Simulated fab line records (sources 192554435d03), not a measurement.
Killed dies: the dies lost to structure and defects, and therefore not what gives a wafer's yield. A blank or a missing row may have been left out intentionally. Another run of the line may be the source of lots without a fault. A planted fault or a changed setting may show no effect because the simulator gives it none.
Chamber matching    flow n5-finfet    4 sister chambers for N5_BEOL_M3_ETCH_69 on rie-diel-02
The step etches SiARC in CF4, target depth 15.6 nm, time 26 s. 7 wafers are shown with their chamber, then 7 later ones without.

EACH WAFER AND ITS CHAMBER
wafer   chamber  showerhead-plenum-p-Torr (Torr)  drypump-motor-current-A (A)
L076.2  2        2.10                             5.9
L079.6  1        2.07                             6.0
L081.2  0        2.14                             5.1
L081.3  3        2.21                             5.4
L081.6  3        2.21                             5.5
L087.1  0        2.13                             5.0
L087.4  1        2.06                             6.0

WAFERS WITHOUT THEIR CHAMBER
wafer   showerhead-plenum-p-Torr (Torr)  drypump-motor-current-A (A)
L087.5  2.06                             6.0
L088.1  2.06                             6.0
L088.3  2.13                             5.0
L088.6  2.13                             5.0
L092.2  2.09                             5.9
L092.4  2.06                             6.0
L092.5  2.13                             5.0

THE CHAMBER EACH PASSED THROUGH
wafer   from the rows above  in truth
L087.5  1                    1
L088.1  1                    1
L088.3  0                    0
L088.6  0                    0
L092.2  2                    2
L092.4  1                    1
L092.5  0                    0
Placed correctly: 7 of 7. Left unplaced by these rows: 0. Wrongly placed: 0.
How it was worked out, from the rows above alone: a wafer's distance from a chamber is the root of the sum, over the readings, of the square of ((its reading less the chamber's mean) divided by the reading's scatter). If the next closest chamber is less than 2 further off than the closest, the wafer can't be placed; otherwise it belongs to the closest. Each chamber's mean is taken over the wafers shown for it. How the scatter is found: for the shown wafers, subtract from each reading the mean of its chamber, square and add these, divide the total by (wafers less chambers), then take the root.
